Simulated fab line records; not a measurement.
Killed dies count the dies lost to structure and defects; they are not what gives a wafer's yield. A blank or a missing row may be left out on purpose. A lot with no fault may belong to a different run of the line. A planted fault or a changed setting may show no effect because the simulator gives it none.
What tool caused it? / flow n5Finfet / Sampling: 9 lots, 27 wafers, 2 of 1938 route steps

## WHAT EACH GAUGE READ, for each wafer
N5_BEOL_M11_OCD_MEAS_38.
lot=L315; measured=day 10 16:28; on=ocd-02; trenchDepthNm (nm)=148 150 147
lot=L318; measured=day 11 04:02; on=ocd-02; trenchDepthNm (nm)=146 148 148
lot=L321; measured=day 12 19:56; on=ocd-02; trenchDepthNm (nm)=149 146 150
lot=L328; measured=day 13 20:21; on=ocd-01; trenchDepthNm (nm)=145 149 149
lot=L327; measured=day 13 23:06; on=ocd-01; trenchDepthNm (nm)=149 153 147
lot=L325; measured=day 14 01:20; on=ocd-01; trenchDepthNm (nm)=150 148 151
lot=L335; measured=day 16 08:20; on=ocd-01; trenchDepthNm (nm)=148 148 151
lot=L338; measured=day 16 17:37; on=ocd-01; trenchDepthNm (nm)=148 146 145
lot=L337; measured=day 16 21:13; on=ocd-01; trenchDepthNm (nm)=147 143 147

## WHICH TOOL RAN EACH LOT (tool, then ch and the chambers of the sampled wafers, then the start)
lot=L315; N5_BEOL_M11_ETCH_41=rieDiel-04 ch 0,3, day 10 16:28 or earlier
lot=L318; N5_BEOL_M11_ETCH_41=rieDiel-05 ch 0,1,2, day 11 04:02 or earlier
lot=L321; N5_BEOL_M11_ETCH_41=rieDiel-04 ch 0,3, day 12 19:56 or earlier
lot=L328; N5_BEOL_M11_ETCH_41=rieDiel-01 ch 1,2,3, day 13 20:21 or earlier
lot=L327; N5_BEOL_M11_ETCH_41=rieDiel-04 ch 0,1,3, day 13 23:06 or earlier
lot=L325; N5_BEOL_M11_ETCH_41=rieDiel-05 ch 0,1, day 14 01:20 or earlier
lot=L335; N5_BEOL_M11_ETCH_41=rieDiel-04 ch 0,2,3, day 16 08:20 or earlier
lot=L338; N5_BEOL_M11_ETCH_41=rieDiel-05 ch 0,1,2, day 16 17:37 or earlier
lot=L337; N5_BEOL_M11_ETCH_41=rieDiel-01 ch 0,2,3, day 16 21:13 or earlier
- N5_BEOL_M11_ETCH_41: etches SiCN in CH3F/O2, target depth 42.6 nm, time 86 s.

## THE ANSWER, worked out from the rows above alone
Rule: usual is defined by the lots themselves. Put in order of their means at a reading, lots are off if they are a third of the lots or fewer, leave a main group of 4 or more, and stand apart from it by a gap of 3 or more times the standard deviation of the main group's means; of several such gaps the widest counts. Not used: any main group whose means are identical at the precision the tables above print for the reading. A lot without any number at a reading at which 4 lots or more have one is off too. The other lots that the step has rows for count as sound.
Across all readings shown, no lot is off: no conclusion can be drawn from this.

## WHAT THE SIMULATOR HAD INSERTED
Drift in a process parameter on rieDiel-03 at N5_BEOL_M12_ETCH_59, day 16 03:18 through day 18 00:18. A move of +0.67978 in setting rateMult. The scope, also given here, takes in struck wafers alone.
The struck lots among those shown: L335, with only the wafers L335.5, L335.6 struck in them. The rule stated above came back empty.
